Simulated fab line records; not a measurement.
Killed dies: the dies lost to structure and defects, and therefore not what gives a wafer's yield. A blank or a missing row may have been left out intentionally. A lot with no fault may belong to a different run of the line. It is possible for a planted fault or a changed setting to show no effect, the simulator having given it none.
8D (eight disciplines) problem report, filled in by code / flow n5 finfet / the parts of the form that need people (team, actions taken, sign-off) are left out

## 1. WHAT WENT WRONG
run length s at N5_BEOL_M7_ETCH_66 reads a mean of 124.9 s on 3 wafers of 3 lots; wafers without a fault read 143.1 s with a standard deviation of 0.4. That puts it -45 standard deviations away from the usual mean.
The step: etches SOC in N2/H2, target depth 80 nm, overetch 16 nm, time 120 s.
Seen first at day 16 19:21 on rie diel-02, wafer L393.5. The record has a number at this step for 18 wafers belonging to 7 lots. Rule for "out", or "out of limits": more than 4 standard deviations from the usual mean. The rest of the wafers with a number are treated as sound.

## 2. WHAT IT IS AND WHAT IT IS NOT
question=which readings at this step | is=run length s | is not=h2 flow sccm, oes product au, rf vpp V, showerhead plenum p Torr
question=which lots | is=L393, L397, L400 | is not=L383, L385, L392, L402
question=which wafers of those lots | is=L393.5, L397.6, L400.5 | is not=L393.3, L397.1, L400.1
question=read on which tools | is=rie diel-02 | is not=rie diel-03, rie diel-06
question=when | is=from day 16 19:21 | is not=up to then (7 sound wafers); but 8 sound wafers of L392, L397, L400, L402 came after

## 3. SUSPECTS, AND WHAT RULES EACH OUT
Counting: if a tool at a process step up to the reading ran every lot that is out, it stays a suspect. Sound lots after the first of them don't rule it out here, since some wafers of a struck lot are sound.
- rie diel-02 at N5_BEOL_M7_DESCUM_33 (chemistry O2, time 7 s): kept. It ran every lot that is out, first L393 (day 16 19:16); its last sound lot up to then is L385 (day 14 20:02).
- rie diel-02 at N5_BEOL_M7_ETCH_72 (etches underlayer in N2/H2, target depth 6.5 nm, time 5.2 s): kept. It ran every lot that is out, first L393 (day 16 19:18); its last sound lot up to then is L385 (day 14 20:05).
- rie diel-02 at N5_BEOL_M7_ETCH_65 (etches SiARC in CF4, target depth 15.6 nm, time 26 s): kept. It ran every lot that is out, first L393 (day 16 19:19); its last sound lot up to then is L385 (day 14 20:05).
- rie diel-02 at N5_BEOL_M7_ETCH_66 (etches SOC in N2/H2, target depth 80 nm, overetch 16 nm, time 120 s): kept. It ran every lot that is out, first L393 (day 16 19:21); its last sound lot up to then is L385 (day 14 20:07). On those wafers its own readings are out: run length s.
Left after counting: rie diel-02 at N5_BEOL_M7_DESCUM_33, rie diel-02 at N5_BEOL_M7_ETCH_72, rie diel-02 at N5_BEOL_M7_ETCH_65, rie diel-02 at N5_BEOL_M7_ETCH_66.

## 4. THE CAUSE (what the simulator had put in)
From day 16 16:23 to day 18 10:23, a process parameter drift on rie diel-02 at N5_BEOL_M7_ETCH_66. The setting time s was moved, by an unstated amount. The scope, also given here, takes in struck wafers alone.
Of the 4 suspects that counting leaves, this tool is one.

## 5. THE EFFECT CHAIN, in route order
Rows list readings where the struck wafers' mean (over those with a number) sits beyond 3 standard deviations from the usual. Only readings for which the record gives a usual standard deviation are gone through. hours: the time from each lot's start at the first step in this table that gives one to its start at this step, as a median over the lots. sigmas: the change in usual standard deviations.
hours=0; step=N5_BEOL_M7_ETCH_66; reading=run length s; usual=143.1 s; on struck wafers=124.9; change=-18.2; sigmas=-45
It contains these process steps:
- N5_BEOL_M7_ETCH_66: etches SOC in N2/H2, target depth 80 nm, overetch 16 nm, time 120 s.

## 6. HOW IT WOULD HAVE BEEN CAUGHT EARLIER
In this record the first reading out of limits was taken at day 16 19:21, 3 hours after the fault began at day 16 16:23.
